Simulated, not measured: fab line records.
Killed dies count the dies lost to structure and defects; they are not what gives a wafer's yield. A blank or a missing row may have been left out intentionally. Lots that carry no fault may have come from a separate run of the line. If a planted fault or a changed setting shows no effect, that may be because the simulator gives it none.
fab line records	flow nand_harc
record lots=5	wafers=15	last_day=32
route steps=1302 shown A_M1@1181 A_BONDPAD@1202 END@1302
lots that met no fault: from a run of the same line without faults
start_h: the number of hours between the record's first day and the start of the first shown wafer of the lot	wait_h: hours from the lot's prior step to this one	" repeats the value in the row above	L1.1+2: several wafers, shown together as one row	- value missing, or start not given	* or withheld: withheld	< > ~ a bound
route shown NAME@n: names a module that has steps shown in the file, with the first one's number in the route	usual: mean/standard deviation taken from wafers without a fault	same: alike in all rows	chamber/n: place in a boat	sites: readings site by site	_std_site: standard deviation across them	_edge_site: inner sites' mean taken away from outer sites' mean	radius_mm: for every site, how far away it sits from the centre of the wafer	mask NAME#n: copy n	behind: the most recent tool/chamber to have shaped the wafer	hold: what put the lot on hold/how long, in hours/how the hold closed	device: whichever transistor did not switch (one of n, p or np)	end of line: at the end of the route, the tests of the same wafers	a step given without rows: its recipe and nothing more	killed: at the first sort, the dies lost to defects and structure; wafer yield is something else	map: the dies of a wafer, with x for killed, . for not killed, _ for no die there
set.NAME: the setting the step ran with; set.NAME@STEP: the setting that earlier step ran with	model.NAME: the simulator's own value behind a step, which no gauge read
lots seen at some steps along the route; tables by step, rows by wafer
services: when a tool's chamber went out of use (start_h, in hours from the record's first day, below 0 if earlier), for how many hours, and the reason
## steps
# step NHARC_A_M1_INSPECT_11
# usual raw_defect_count=93/30
lot.wafer	tool	chamber	start_h	wait_h	raw_defect_count
L435.1	defect_inspect-01	-	552.04	0.0	159
L435.4	"	-	"	"	127
L435.6	"	-	"	"	129
L442.1	defect_inspect-02	-	610.40	0.0	85
L442.3	"	-	"	"	96
L442.4	"	-	"	"	78
L443.2	defect_inspect-01	-	615.80	0.0	88
L443.3	"	-	"	"	96
L443.5	"	-	"	"	96
L451.1	defect_inspect-01	-	708.95	0.0	101
L451.4	"	-	"	"	103
L451.5	"	-	"	"	97
L453.1	defect_inspect-01	-	722.76	0.0	157
L453.5	"	-	"	"	171
L453.6	"	-	"	"	175
# step NHARC_A_M1_DESCUM_14
# recipe time_s=3	o2_flow_sccm=200	ar_flow_sccm=0	bias_power_w=0	chemistry=O2
# step NHARC_A_M1_ETCH_35
# recipe target_depth_a=400	overetch_a=120	time_s=43.94	ion_energy_ev=200	n2_flow_sccm=150	h2_flow_sccm=150	ar_flow_sccm=0	rf_w=400	bias_w=150	chemistry=N2/H2
# step NHARC_A_M1_ETCH_15
# recipe target_depth_a=1825	time_s=91.2	c4f8_flow_sccm=withheld	ar_flow_sccm=400	rf_w=600	bias_w=300	chemistry=C4F8/Ar
# usual oes_product_au=0.954/0.024	rf_vpp_V=441.9/2.6
lot.wafer	tool	chamber	start_h	wait_h	oes_product_au	rf_hours_counter_h	rf_vpp_V
L435.1	rie_diel-05	2	-	-	0.921	3.6	445.8
L435.4	"	0	"	"	0.927	3.9	436.7
L435.6	"	2	"	"	0.921	-	444.0
L442.1	rie_diel-12	2	-	-	0.980	7.7	442.4
L442.3	"	3	"	"	0.967	6.8	441.3
L442.4	"	0	"	"	0.932	7.8	443.0
L443.3	rie_diel-12	0	-	-	0.944	7.9	441.6
L443.2	"	2	"	"	0.998	7.9	440.9
L443.5	"	0	"	"	0.954	-	441.7
L451.1	rie_diel-12	0	-	-	0.897	3.9	443.2
L451.4	"	1	"	"	0.927	4.1	440.9
L451.5	"	0	"	"	0.910	-	443.7
L453.1	rie_diel-05	2	-	-	0.956	3.7	445.8
L453.5	"	1	"	"	0.949	-	443.0
L453.6	"	2	"	"	0.955	-	445.7
# step NHARC_A_M1_CD_MEAS_16
# usual cd_nm=119.6/0.76
lot.wafer	tool	chamber	start_h	wait_h	cd_nm
L435.1	cd_sem-02	-	552.40	-	119.4
L435.4	"	-	"	"	118.7
L435.6	"	-	"	"	120.1
L442.1	cd_sem-03	-	610.77	-	119.4
L442.3	"	-	"	"	120.2
L442.4	"	-	"	"	119.9
L443.2	cd_sem-02	-	616.16	-	118.1
L443.3	"	-	"	"	120.0
L443.5	"	-	"	"	119.2
L451.1	cd_sem-01	-	709.31	-	120.0
L451.4	"	-	"	"	119.7
L451.5	"	-	"	"	118.7
L453.1	cd_sem-02	-	723.12	-	120.0
L453.5	"	-	"	"	118.9
L453.6	"	-	"	"	119.7
# step NHARC_A_M1_STRIP_18
# recipe power_w=1000	n2_flow_sccm=150	h2_flow_sccm=150	ar_flow_sccm=0	bias_w=0	chemistry=N2/H2
# step NHARC_A_M1_ETCH_28
# recipe target_depth_a=300	over_etch_frac=0.3	time_s=72.99	ion_energy_ev=150	cf4_flow_sccm=50	n2_flow_sccm=100	ar_flow_sccm=150	rf_w=300	bias_w=100	chemistry=CF4/N2
# step NHARC_A_M1_STRIP_19
# recipe time_s=600	temp_c=30	chemistry=post_etch_residue_remover
# step NHARC_A_M1_DEGAS_29
# recipe temp_c=250	time_s=60
# step NHARC_A_M1_PRE_CLEAN_30
# recipe time_s=30	temp_c=280	gas=H2/He
# step NHARC_A_M1_PVD_20
# recipe target_thk_a=50	bias_v=168.6	power_w=15000	chamber_pressure_pa=0.12	time_s=8.06	substrate_temp_c=50	material=TaN
# step NHARC_A_M1_PVD_21
# recipe target_thk_a=300	chamber_pressure_pa=5	power_w=5000	substrate_temp_c=30	time_s=20.49	material=Cu
# step NHARC_A_M1_ECD_22
# recipe target_thk_a=4000	bath_temp_c=25	material=Cu
lot.wafer	tool	chamber	start_h	wait_h
L435.1+4+6	ecd_cu-01	1	553.52	-
L442.1+4+3	ecd_cu-02	1,1,0	611.84	-
L443.2+3+5	ecd_cu-02	0,1,1	617.23	-
L451.1+4+5	ecd_cu-01	0	710.38	-
L453.1+6+5	ecd_cu-01	1,1,0	724.20	-
# step NHARC_A_M1_ANNEAL_31
# recipe temp_c=225	time_s=90
# usual wafer_temp_C_max=226.33/0.28
lot.wafer	tool	chamber	start_h	wait_h	wafer_temp_C_max
L435.1	rtp_anneal-02	0	553.85	-	226.23
L435.4	"	0	"	"	226.39
L435.6	"	0	"	"	226.76
L442.1	rtp_anneal-02	0	612.22	-	226.10
L442.3	"	0	"	"	226.16
L442.4	"	0	"	"	226.31
L443.2	rtp_anneal-02	0	617.74	0.5	226.70
L443.3	"	0	"	"	226.40
L443.5	"	0	"	"	226.52
L451.1	rtp_anneal-02	0	710.76	-	226.18
L451.4	"	0	"	"	226.21
L451.5	"	0	"	"	226.50
L453.1	rtp_anneal-01	0	724.58	0.3	225.94
L453.5	"	0	"	"	226.14
L453.6	"	0	"	"	226.34
# step NHARC_A_M1_CMP_23
# recipe t_overpolish_s=20	target_thk_nm=154.34
# usual edge_zone_pressure_frac=1.000/0.005	motor_current_A=11.8/1.1	time_to_endpoint_s=29.4/2.8
lot.wafer	tool	chamber	start_h	wait_h	edge_zone_pressure_frac	motor_current_A	time_to_endpoint_s
L435.1	cmp-04	0	554.23	-	1.007	10.7	30.7
L435.4	"	2	"	"	0.999	10.4	32.0
L435.6	"	0	"	"	1.004	10.0	29.3
L442.1	cmp-02	1	612.59	-	1.000	13.0	25.0
L442.3	"	2	"	"	1.004	10.7	31.6
L442.4	"	3	"	"	1.000	13.3	29.8
L443.3	cmp-03	1	618.03	-	1.003	11.1	25.2
L443.2	"	3	"	"	1.001	12.2	29.1
L443.5	"	2	"	"	0.995	12.5	30.2
L451.4	cmp-02	0	711.10	-	0.995	13.2	29.1
L451.1	"	1	"	"	0.994	13.2	28.0
L451.5	"	0	"	"	0.996	12.3	28.3
L453.1	cmp-04	1	725.01	-	0.995	12.6	26.9
L453.6	"	2	"	"	0.998	10.1	27.7
L453.5	"	3	"	"	0.992	11.6	31.2
# step NHARC_A_M1_THK_MEAS_24
# recipe thk_meas_gauge=xrf
# usual thk_nm=154.4/1.5
lot.wafer	tool	chamber	start_h	wait_h	thk_nm
L435.1	film_metro-02	-	554.52	-	152.9
L435.4	"	-	"	"	154.7
L435.6	"	-	"	"	152.7
L442.1	film_metro-02	-	612.88	-	152.4
L442.3	"	-	"	"	152.1
L442.4	"	-	"	"	154.2
L443.2	film_metro-02	-	618.35	-	155.4
L443.3	"	-	"	"	153.9
L443.5	"	-	"	"	152.3
L451.1	film_metro-02	-	711.42	-	152.9
L451.4	"	-	"	"	153.8
L451.5	"	-	"	"	153.9
L453.1	film_metro-01	-	725.24	-	154.7
L453.5	"	-	"	"	157.8
L453.6	"	-	"	"	155.8
# step NHARC_A_M1_SRD_25
# step NHARC_A_M1_PRE_CLEAN_32
# recipe time_s=12	temp_c=370	rf_power_w=300	gas=NH3
# step NHARC_A_M1_DEP_33
# recipe target_thk_a=300	temp_c=370	target_thk_nm=30	pressure_torr=3	flow_sccm=200	rf_w=450	material=SiCN
# step NHARC_A_BONDPAD_DEP_00
# recipe target_thk_a=2500	temp_c=370	target_thk_nm=250	pressure_torr=3	flow_sccm=200	rf_w=450	material=SiCN
# step NHARC_A_BONDPAD_CMP_29
# recipe target_thk_nm=200	material=SiCN
# step NHARC_A_BONDPAD_THK_MEAS_30
# recipe thk_meas_gauge=ellipsometry
# usual thk_nm=200.6/1.6
lot.wafer	tool	chamber	start_h	wait_h	thk_nm
L435.1	film_metro-02	-	556.04	0.2	200.8
L435.4	"	-	"	"	200.1
L435.6	"	-	"	"	200.8
L442.1	film_metro-01	-	614.39	0.2	198.5
L442.3	"	-	"	"	201.7
L442.4	"	-	"	"	201.3
L443.2	film_metro-02	-	619.86	0.2	201.0
L443.3	"	-	"	"	199.6
L443.5	"	-	"	"	201.4
L451.1	film_metro-01	-	712.95	0.2	202.8
L451.4	"	-	"	"	201.8
L451.5	"	-	"	"	200.9
L453.1	film_metro-01	-	726.75	0.2	199.0
L453.5	"	-	"	"	198.9
L453.6	"	-	"	"	200.3
# step NHARC_A_BONDPAD_SRD_31
# step NHARC_A_BONDPAD_DEHYDRATE_01
# recipe temp_c=150	time_s=120
# step NHARC_A_BONDPAD_HMDS_02
# recipe time_s=30
# step NHARC_A_BONDPAD_COAT_33
# recipe temp_c=200	time_s=65
# step NHARC_A_BONDPAD_COAT_03
# recipe spin_rpm=2000	resist_thk_nm=600
# step NHARC_A_BONDPAD_SOFTBAKE_04
# recipe temp_c=125	time_s=70
# step NHARC_A_BONDPAD_EBR_05
# step NHARC_A_BONDPAD_EXPOSE_06
# recipe na=0.55	dose_mj=36.99	mask_id=A_BPAD
# step NHARC_A_BONDPAD_PEB_07
# recipe peb_temp_c=128	peb_time_s=80
# step NHARC_A_BONDPAD_DEVELOP_08
# recipe time_s=50	dev_temp_c=22
# step NHARC_A_BONDPAD_CD_MEAS_09
# recipe target_cd_nm=500	landing_energy_ev=500
# usual cd_nm=498.4/2
lot.wafer	tool	chamber	start_h	wait_h	cd_nm
L435.1	cd_sem-03	0	556.60	-	500.6
L435.4	"	0	"	"	497.8
L435.6	"	0	"	"	502.1
L442.1	cd_sem-01	0	614.96	-	492.5
L442.3	"	0	"	"	495.7
L442.4	"	0	"	"	497.5
L443.2	cd_sem-02	0	620.43	-	499.6
L443.3	"	0	"	"	498.6
L443.5	"	0	"	"	497.7
L451.1	cd_sem-03	0	713.52	-	498.9
L451.4	"	0	"	"	501.8
L451.5	"	0	"	"	498.8
L453.1	cd_sem-03	0	727.19	-	497.9
L453.5	"	0	"	"	498.0
L453.6	"	0	"	"	499.6
# step NHARC_A_BONDPAD_OVL_MEAS_35
# usual overlay_x_nm=0/5	overlay_y_nm=0/5.7
lot.wafer	tool	chamber	start_h	wait_h	overlay_x_nm	overlay_y_nm
L435.1	overlay-02	-	556.70	-	4	-5
L435.4	"	-	"	"	5	-5
L435.6	"	-	"	"	4	-5
L442.1	overlay-02	-	615.05	-	2	6
L442.3	"	-	"	"	1	6
L442.4	"	-	"	"	2	6
L443.2	overlay-02	-	620.51	-	-2	-4
L443.3	"	-	"	"	-3	-4
L443.5	"	-	"	"	-3	-4
L451.1	overlay-02	-	713.61	-	-6	9
L451.4	"	-	"	"	-6	9
L451.5	"	-	"	"	-6	9
L453.1	overlay-01	-	727.28	-	4	-1
L453.5	"	-	"	"	4	-2
L453.6	"	-	"	"	3	-2
# step NHARC_A_BONDPAD_HARDBAKE_10
# recipe temp_c=118	time_s=65
# step NHARC_A_BONDPAD_DESCUM_11
# recipe time_s=3	o2_flow_sccm=200	ar_flow_sccm=0	bias_power_w=0	chemistry=O2
# usual drypump_motor_current_A=5.5/0.39	oes_product_au=1.001/0.011	rf_vpp_V=57.8/0.89	showerhead_plenum_p_Torr=1.91/0.081	throttle_valve_pct=11.311/0.0089
lot.wafer	tool	chamber	start_h	wait_h	drypump_motor_current_A	oes_product_au	rf_hours_counter_h	rf_vpp_V	showerhead_plenum_p_Torr	throttle_valve_pct
L435.4	rie_diel-09	1	556.84	-	5.9	1.003	1	56.6	1.95	11.310
L435.1	"	2	"	"	5.2	0.986	1	57.3	1.79	11.294
L435.6	"	3	"	"	5.8	1.004	-	57.5	1.94	11.317
L442.3	rie_diel-09	3	615.18	-	5.8	1.008	4	58.0	1.94	11.316
L442.1	"	0	"	"	4.9	1.026	3	56.2	1.90	11.306
L442.4	"	1	"	"	5.8	1.017	3	58.1	1.95	11.309
L443.2	rie_diel-02	2	620.65	-	5.3	1.007	10	56.2	1.77	11.305
L443.3	"	0	"	"	5.7	0.998	10	58.8	1.98	11.322
L443.5	"	1	"	"	5.0	1.013	-	57.3	1.97	11.307
L451.4	rie_diel-02	3	713.73	-	6.0	0.979	23	59.3	1.98	11.308
L451.1	"	1	"	"	5.0	0.992	23	59.9	1.96	11.318
L451.5	"	0	"	"	5.7	0.987	-	57.6	1.97	11.311
L453.1	rie_diel-09	2	727.42	-	5.3	0.983	1	57.1	1.79	11.313
L453.6	"	0	"	"	4.9	1.011	-	57.5	1.90	11.315
L453.5	"	1	"	"	5.9	0.980	-	59.0	1.95	11.306
# step NHARC_A_BONDPAD_ETCH_34
# recipe target_depth_a=600	overetch_a=180	time_s=65.91	ion_energy_ev=200	n2_flow_sccm=150	h2_flow_sccm=150	ar_flow_sccm=0	rf_w=400	bias_w=150	chemistry=N2/H2
# step NHARC_A_BONDPAD_ETCH_12
# recipe target_depth_a=2200	time_s=110	chf3_flow_sccm=50	o2_flow_sccm=10	ar_flow_sccm=200	rf_w=500	bias_w=200	chemistry=CHF3/O2
# step NHARC_A_BONDPAD_CD_MEAS_13
# usual cd_nm=497.9/2.1
lot.wafer	tool	chamber	start_h	wait_h	cd_nm
L435.1	cd_sem-02	-	557.14	-	500.5
L435.4	"	-	"	"	497.6
L435.6	"	-	"	"	501.9
L442.1	cd_sem-02	-	615.49	-	491.4
L442.3	"	-	"	"	495.3
L442.4	"	-	"	"	496.9
L443.2	cd_sem-03	-	620.96	-	498.6
L443.3	"	-	"	"	499.1
L443.5	"	-	"	"	496.3
L451.1	cd_sem-03	-	714.05	-	497.9
L451.4	"	-	"	"	499.9
L451.5	"	-	"	"	498.9
L453.1	cd_sem-02	-	727.72	-	496.6
L453.5	"	-	"	"	497.8
L453.6	"	-	"	"	499.1
# step NHARC_A_BONDPAD_STRIP_15
# recipe o2_flow_sccm=500	ar_flow_sccm=0	bias_w=0	chemistry=O2
# usual drypump_motor_current_A=5.5/0.4	oes_product_au=1.001/0.0098	rf_vpp_V=57.9/0.9	showerhead_plenum_p_Torr=3.55/0.14	throttle_valve_pct=17.037/0.0083
lot.wafer	tool	chamber	start_h	wait_h	drypump_motor_current_A	oes_product_au	rf_hours_counter_h	rf_vpp_V	showerhead_plenum_p_Torr	throttle_valve_pct
L435.1	rie_diel-09	3	557.21	0.1	5.9	1.002	2	58.0	3.57	17.041
L435.4	"	1	"	"	5.9	1.019	1	57.7	3.59	17.045
L435.6	"	3	"	"	5.9	1.005	-	58.2	3.57	17.035
L442.4	rie_diel-02	3	615.56	0.1	6.1	0.999	6	58.6	3.65	17.025
L442.3	"	0	"	"	5.7	1.010	8	58.9	3.64	17.041
L442.1	"	1	"	"	5.0	1.024	8	58.1	3.62	17.044
L443.2	rie_diel-02	0	621.03	0.1	5.7	1.007	10	57.8	3.64	17.031
L443.3	"	2	"	"	5.3	1.003	10	58.0	3.28	17.030
L443.5	"	0	"	"	5.7	1.003	-	57.7	3.64	17.043
L451.1	rie_diel-09	2	714.15	0.1	5.3	1.005	1	56.9	3.31	17.032
L451.4	"	3	"	"	5.9	1.003	1	58.2	3.57	17.029
L451.5	"	0	"	"	4.9	1.010	-	59.0	3.51	17.029
L453.1	rie_diel-09	2	727.81	0.1	5.2	0.994	1	56.8	3.31	17.032
L453.6	"	1	"	"	5.9	0.978	-	58.0	3.59	17.034
L453.5	"	2	"	"	5.2	1.006	-	57.3	3.31	17.035
# step NHARC_END_SORT_01
# recipe temp_c=25
# usual defect_limited_yield=91.5/2.4	killed_at_array=52/17	killed_at_other=0.9/1.2	killed_at_periphery=3.9/2.7	killed_dies=57/16	killed_open=3.3/1.9	killed_short=2.5/1.5	sort_bin_2_pct=3.0/1.2	sort_bin_3_pct=0.6/0.34	sort_bin_4_pct=4.8/1.3	sort_n_pass=620/16	sort_rim_yield_pct=89/4.3	sort_yield_pct=91.5/2.4
# same gross_dies=677	sort_bin_5_pct[%]=0	sort_bin_6_pct[%]=0	sort_bin_7_pct[%]=0	sort_bin_8_pct[%]=0	sort_rim_n_gross=106.00
lot.wafer	tool	chamber	start_h	wait_h	defect_limited_yield[%]	killed_at_array	killed_at_other	killed_at_periphery	killed_dies	killed_open	killed_short	sort_bin_2_pct[%]	sort_bin_3_pct[%]	sort_bin_4_pct[%]	sort_n_pass	sort_rim_yield_pct[%]	sort_yield_pct[%]
L435.1	prober-01	0	585.24	2.5	88.5	74	0	4	78	6	1	5.2	1.5	4.9	599	81	88.5
L435.4	prober-01	0	587.64	3.4	88.3	76	1	2	79	3	2	4.0	0.6	7.1	598	93	88.3
L435.6	prober-01	0	589.24	4.0	89.1	71	0	3	74	5	1	4.6	0.7	5.6	603	88	89.1
L442.1	prober-02	0	647.05	2.5	92.9	46	0	2	48	2	2	2.5	0.9	3.7	629	85	92.9
L442.4	prober-02	0	649.44	3.4	96.0	25	1	1	27	2	1	1.9	0.1	1.9	650	92	96.0
L443.3	prober-02	0	656.42	3.1	53.2	309	2	6	317	4	2	16.0	3.4	27.5	360	62	53.2
L443.5	prober-02	0	658.03	3.7	49.9	333	3	3	339	5	1	16.2	5.3	28.5	338	45	49.9
# killed by level:class
L435.1 A_CHANNEL_HOLE_D1:chamber_film_flake=29 A_CHANNEL_HOLE_D2:chamber_film_flake=19 A_SLIT:chamber_film_flake=11 A_CONTACT:chamber_film_flake=6 A_STAIRCASE:chamber_film_flake=4 P_GATE:geometric_particle:open=1 P_CONTACT:geometric_particle:open=1 P_M0:geometric_particle:open=1
L435.4 A_CHANNEL_HOLE_D1:chamber_film_flake=28 A_CHANNEL_HOLE_D2:chamber_film_flake=20 A_SLIT:chamber_film_flake=18 A_CONTACT:chamber_film_flake=5 A_STAIRCASE:chamber_film_flake=2 P_GATE:geometric_particle:short=1 P_CONTACT:geometric_particle:short=1 A_CHANNEL_FILL_D2:geometric_particle:open=1
L435.6 A_CHANNEL_HOLE_D2:chamber_film_flake=28 A_CHANNEL_HOLE_D1:chamber_film_flake=22 A_SLIT:chamber_film_flake=12 A_CONTACT:chamber_film_flake=2 P_M1:geometric_particle:open=1 P_M2:geometric_particle:open=1 A_DECK1_JOINT:geometric_particle:open=1 A_ONON_D2:geometric_particle:short=1
L442.1 A_SLIT:chamber_film_flake=23 A_CHANNEL_HOLE_D2:chamber_film_flake=10 A_CHANNEL_HOLE_D1:chamber_film_flake=3 A_CONTACT:chamber_film_flake=3 A_ONON_D1:geometric_particle:short=2 A_STAIRCASE:chamber_film_flake=2 A_ONON_D1:geometric_particle:open=1 A_ONON_D2:geometric_particle:open=1
L442.4 A_SLIT:chamber_film_flake=8 A_STAIRCASE:chamber_film_flake=5 A_CONTACT:chamber_film_flake=5 A_CHANNEL_HOLE_D2:chamber_film_flake=2 A_DECK1_JOINT:geometric_particle:open=1 A_SGD_CUT:geometric_particle:open=1 A_WL_FILL:geometric_particle:short=1 P_ZERO_WELL:chamber_film_flake=1
L443.3 A_M1:unspecified=255 A_CHANNEL_HOLE_D1:chamber_film_flake=33 A_CHANNEL_HOLE_D2:chamber_film_flake=9 A_CONTACT:chamber_film_flake=4 P_STI:chamber_film_flake=3 A_SLIT:chamber_film_flake=2 THIN_TSV:chamber_film_flake=2 P_GATE:geometric_particle:open=1
L443.5 A_M1:unspecified=291 A_CHANNEL_HOLE_D1:chamber_film_flake=31 A_CHANNEL_HOLE_D2:chamber_film_flake=4 THIN_TSV:chamber_film_flake=3 A_BLC:geometric_particle:open=2 P_STI:chamber_film_flake=2 P_M1:geometric_particle:open=1 A_ONON_D1:geometric_particle:short=1
# map L443.5 (x killed, . not)
____________x____________
_________....xxx_________
_______x..x.....xx_______
______...x..xx.x.xx______
_____..x..xxx.xx.xx._____
____xx.x..x..x.x..xx.____
____xx.x.xx.xxx..x.xx____
___xxx.......xxxx...x.___
___x.xx.....x..xx..x.x___
__....xx.x..x.x...xxx.x__
__.xxxxxx...x.x.x..xx..__
_.x...xx..xxx.x....x.x.._
_.xx.xx......xx.xxxx...x_
_x..x.xx..x....xx..xx.xx_
_x.xx....x.x....x.x.xxxx_
_.xxxx.x.xx..xx.x..xx..x_
x..x.xxxx.x...x.x...x.x..
x.xxxx.xxxx..xx.xx.xxxxxx
x.x...xxxxxxx.x.x...xx.xx
..xxx..xxxxx.x.xx....x.xx
xx.x.xx...xxxxx.xx.x..x.x
_xx....xx.x.xxxxx.xx.x.._
_x.xx....x...xxxxxx.x..._
_.x..xxx..x.xxxxxxxx..xx_
_xx..x..x..xxxxxxxxx...._
_xx........xx.xxxxx.x..._
__.....xxx.xx.xxx.xx...__
__.....x...x..xxxxx.xxx__
___x...x.x.xxxx.xxx...___
___....xx....xx..xxxx.___
____x.x.x.x....x.x..x____
____xx.x.......x...x.____
_____....xx.x......x_____
______xxx.x.xx....x______
_______x...x.xx.xx_______
_________...xxx._________
____________x____________
# map L442.3 (x killed, . not)
____________.____________
_________......._________
_______..........._______
______x............______
_____..............._____
____.................____
____.................____
___...................___
___...................___
__.....................__
__...................x.__
_......................._
_......................._
_.xx.................x.._
_..x...................._
_xxx...................._
xxx........x..........x..
xx.x.x.x.................
xxxxx....................
xxxxx...x................
xxx....x.................
_xxxx.x.........x......._
_x.x...................._
_x.x.x.x................_
_.x.....x..............._
_...x..x............x.x._
__.x...................__
__....................x__
___...................___
___.x.................___
____.................____
____.................____
_____..............._____
______.............______
_______..........._______
_________...x..._________
____________.____________
## services
tool	chamber	start_h	hours	kind
rie_diel-12	1	534.77	12.9	repair
rie_diel-02	3	551.85	5.3	repair
rie_diel-02	-	557.88	4.4	repair
rie_diel-12	2	559.51	8.0	repair
ecd_cu-01	-	563.02	5.0	repair
rie_diel-02	-	570.94	9.0	pm
rie_diel-12	3	571.78	9.9	repair
cmp-02	-	577.62	1.1	repair
rie_diel-05	-	583.60	9.0	pm
ecd_cu-02	-	596.53	8.0	pm
cmp-04	-	601.66	4.0	pm
cmp-02	-	606.03	1.9	repair
rie_diel-12	0	617.04	5.1	repair
cmp-04	-	617.74	2.8	repair
ecd_cu-01	-	621.69	0.2	repair
rie_diel-12	-	622.40	9.0	pm
cmp-02	-	624.66	4.0	pm
rie_diel-09	0	649.69	4.2	repair
rie_diel-12	2	661.68	1.8	repair
rie_diel-09	-	674.10	9.0	pm
cmp-02	-	690.00	0.9	repair
ecd_cu-01	-	691.20	8.0	pm
rie_diel-09	1	692.03	4.5	repair
rie_diel-09	-	702.92	3.7	repair
## key
first_sign step=NHARC_END_SORT_01	reading=defect_limited_yield	direction=down	sigmas=17	usual=91.5	struck=51.6
effect step=NHARC_END_SORT_01	reading=killed_dies	direction=up	sigmas=17	usual=57	struck=328
more_kills_born_at NHARC_A_M1_ECD_22@ecd_cu-02=546
met_at NHARC_A_M1_ECD_22
struck_wafers L443.3,L443.5
onset_between 611.84 617.23
fault kind=chamber_particle_source	tool=ecd_cu-02	chamber=1	onset_h=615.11	steps=NHARC_A_M1_ECD_22	rate_per_visit_cm2=0.59876
